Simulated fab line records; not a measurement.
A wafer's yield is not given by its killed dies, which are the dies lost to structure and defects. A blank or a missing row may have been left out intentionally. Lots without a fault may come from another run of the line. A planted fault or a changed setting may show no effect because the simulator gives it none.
Check of tool commonality / flow nand-harc / Lots sampled 13, wafers sampled 38

WHAT PROMPTED THE OPENING
Flagged at NHARC_A_M1_INSPECT_27: reading raw-defect-count, on 1 of 13 lots. Fault-free wafers read 443, with a standard deviation of 98.
Rule: a lot is flagged in two cases, either no wafer of it has a number, or all its wafers with numbers fall more than 4 standard deviations from that mean. The other lots count as sound.

lot=L905; measured=day 17 23:44; on=defect-inspect-02; raw-defect-count, wafer by wafer=517 386 440; flag=
lot=L908; measured=day 18 04:17; on=defect-inspect-02; raw-defect-count, wafer by wafer=436 465 475; flag=
lot=L904; measured=day 18 06:46; on=defect-inspect-01; raw-defect-count, wafer by wafer=424 457 321; flag=
lot=L906; measured=day 18 12:02; on=defect-inspect-02; raw-defect-count, wafer by wafer=307 366 387; flag=
lot=L910; measured=day 18 23:54; on=defect-inspect-01; raw-defect-count, wafer by wafer=585 554 526; flag=
lot=L911; measured=day 19 04:40; on=defect-inspect-01; raw-defect-count, wafer by wafer=515 426 405; flag=
lot=L912; measured=day 19 20:52; on=defect-inspect-01; raw-defect-count, wafer by wafer=447 366 441; flag=
lot=L913; measured=day 20 04:02; on=defect-inspect-02; raw-defect-count, wafer by wafer=388 332 298; flag=
lot=L914; measured=day 20 09:01; on=defect-inspect-01; raw-defect-count, wafer by wafer=459 570 460; flag=
lot=L918; measured=day 21 03:11; on=defect-inspect-02; raw-defect-count, wafer by wafer=371 459 416; flag=
lot=L919; measured=day 21 05:38; on=defect-inspect-02; raw-defect-count, wafer by wafer=474 625 469; flag=
lot=L917; measured=day 21 09:10; on=defect-inspect-01; raw-defect-count, wafer by wafer=509 433 533; flag=
lot=L921; measured=day 22 06:30; on=defect-inspect-02; raw-defect-count, wafer by wafer=4775 4764; flag=FLAGGED
Average over the flagged lots: 4770; offset from the usual +4326, equal to +44 standard deviations.

EACH LOT AND THE TOOL IT RAN ON
2 process steps preceding the reading are held in the record, out of 1159 steps in the route. Each cell gives the tool, then ch followed by the chambers the sampled wafers passed through, then the start.
lot=L905; flag=; NHARC_A_M1_ETCH_28=rie-diel-09 ch 0,3, day 17 23:16 or earlier; NHARC_A_M1_CMP_23=cmp-01 ch 0,1, day 17 23:16
lot=L908; flag=; NHARC_A_M1_ETCH_28=rie-diel-05 ch 0,2, day 18 03:48 or earlier; NHARC_A_M1_CMP_23=cmp-04 ch 0,1, day 18 03:48
lot=L904; flag=; NHARC_A_M1_ETCH_28=rie-diel-05 ch 0,1,3, day 18 06:18 or earlier; NHARC_A_M1_CMP_23=cmp-01 ch 0,1, day 18 06:18
lot=L906; flag=; NHARC_A_M1_ETCH_28=rie-diel-07 ch 1,3, day 18 11:34 or earlier; NHARC_A_M1_CMP_23=cmp-01 ch 1,3, day 18 11:34
lot=L910; flag=; NHARC_A_M1_ETCH_28=rie-diel-07 ch 0,1, day 18 23:27 or earlier; NHARC_A_M1_CMP_23=cmp-01 ch 0,2, day 18 23:27
lot=L911; flag=; NHARC_A_M1_ETCH_28=rie-diel-05 ch 1,2,3, day 19 04:11 or earlier; NHARC_A_M1_CMP_23=cmp-03 ch 0,1, day 19 04:11
lot=L912; flag=; NHARC_A_M1_ETCH_28=rie-diel-09 ch 0,1,3, day 19 20:23 or earlier; NHARC_A_M1_CMP_23=cmp-04 ch 0,1, day 19 20:23
lot=L913; flag=; NHARC_A_M1_ETCH_28=rie-diel-07 ch 0,2,3, day 20 03:35 or earlier; NHARC_A_M1_CMP_23=cmp-01 ch 1,2,3, day 20 03:35
lot=L914; flag=; NHARC_A_M1_ETCH_28=rie-diel-09 ch 1,2,3, day 20 08:33 or earlier; NHARC_A_M1_CMP_23=cmp-03 ch 1,2,3, day 20 08:33
lot=L918; flag=; NHARC_A_M1_ETCH_28=rie-diel-05 ch 1,2, day 21 02:44 or earlier; NHARC_A_M1_CMP_23=cmp-01 ch 1,2, day 21 02:44
lot=L919; flag=; NHARC_A_M1_ETCH_28=rie-diel-09 ch 0,3, day 21 05:09 or earlier; NHARC_A_M1_CMP_23=cmp-04 ch 0,1,2, day 21 05:09
lot=L917; flag=; NHARC_A_M1_ETCH_28=rie-diel-05 ch 0,2,3, day 21 08:45 or earlier; NHARC_A_M1_CMP_23=cmp-04 ch 0,1,2, day 21 08:45
lot=L921; flag=FLAGGED; NHARC_A_M1_ETCH_28=rie-diel-05 ch 2,3, day 22 06:02 or earlier; NHARC_A_M1_CMP_23=cmp-01 ch 2,3, day 22 06:02
What the steps here do:
- NHARC_A_M1_ETCH_28: etches the open film in CF4/N2, target depth 30 nm, time 72.99 s.
- NHARC_A_M1_CMP_23: polishes, t overpolish 20 s, target thk 154.34 nm.
- NHARC_A_M1_INSPECT_27

FLAGGED AGAINST TOTAL, ONE TOOL AT A TIME (gauges that did the reading follow at the end)
step=NHARC_A_M1_ETCH_28; tool=rie-diel-05; lots run=6; flagged=1; share of the flagged lots=all; sound lots run after its first flagged lot=0
step=NHARC_A_M1_ETCH_28; tool=rie-diel-07; lots run=3; flagged=0; share of the flagged lots=none; sound lots run after its first flagged lot=-
step=NHARC_A_M1_ETCH_28; tool=rie-diel-09; lots run=4; flagged=0; share of the flagged lots=none; sound lots run after its first flagged lot=-
step=NHARC_A_M1_CMP_23; tool=cmp-01; lots run=7; flagged=1; share of the flagged lots=all; sound lots run after its first flagged lot=0
step=NHARC_A_M1_CMP_23; tool=cmp-03; lots run=2; flagged=0; share of the flagged lots=none; sound lots run after its first flagged lot=-
step=NHARC_A_M1_CMP_23; tool=cmp-04; lots run=4; flagged=0; share of the flagged lots=none; sound lots run after its first flagged lot=-
step=NHARC_A_M1_INSPECT_27; tool=defect-inspect-01; lots run=6; flagged=0; share of the flagged lots=none; sound lots run after its first flagged lot=-
step=NHARC_A_M1_INSPECT_27; tool=defect-inspect-02; lots run=7; flagged=1; share of the flagged lots=all; sound lots run after its first flagged lot=0
With no start given for some of its lots, NHARC_A_M1_ETCH_28 uses the hours and lot order of NHARC_A_M1_CMP_23.

WHAT THE TABLE PERMITS
rie-diel-05 at NHARC_A_M1_ETCH_28, cmp-01 at NHARC_A_M1_CMP_23 and defect-inspect-02 at NHARC_A_M1_INSPECT_27: these 3 rows of the table ran every flagged lot.
- rie-diel-05 at NHARC_A_M1_ETCH_28: 1 of its 6 lots flagged. Its last sound lot is L917 (day 21 08:45), its first flagged lot L921 (day 22 06:02): a fault that began between those two fits.
- cmp-01 at NHARC_A_M1_CMP_23: 1 of its 7 lots flagged. Its last sound lot is L918 (day 21 02:44), its first flagged lot L921 (day 22 06:02): a fault that began between those two fits.
- defect-inspect-02 at NHARC_A_M1_INSPECT_27: 1 of its 7 lots flagged. Its last sound lot is L919 (day 21 05:38), its first flagged lot L921 (day 22 06:30): a fault that began between those two fits.
Because each of these 3 tools fits a fault that began at some hour, counting lots does not separate them. More lots, or a look at what each step does to the wafer, might.

WHAT THE SIMULATOR HAD INSERTED
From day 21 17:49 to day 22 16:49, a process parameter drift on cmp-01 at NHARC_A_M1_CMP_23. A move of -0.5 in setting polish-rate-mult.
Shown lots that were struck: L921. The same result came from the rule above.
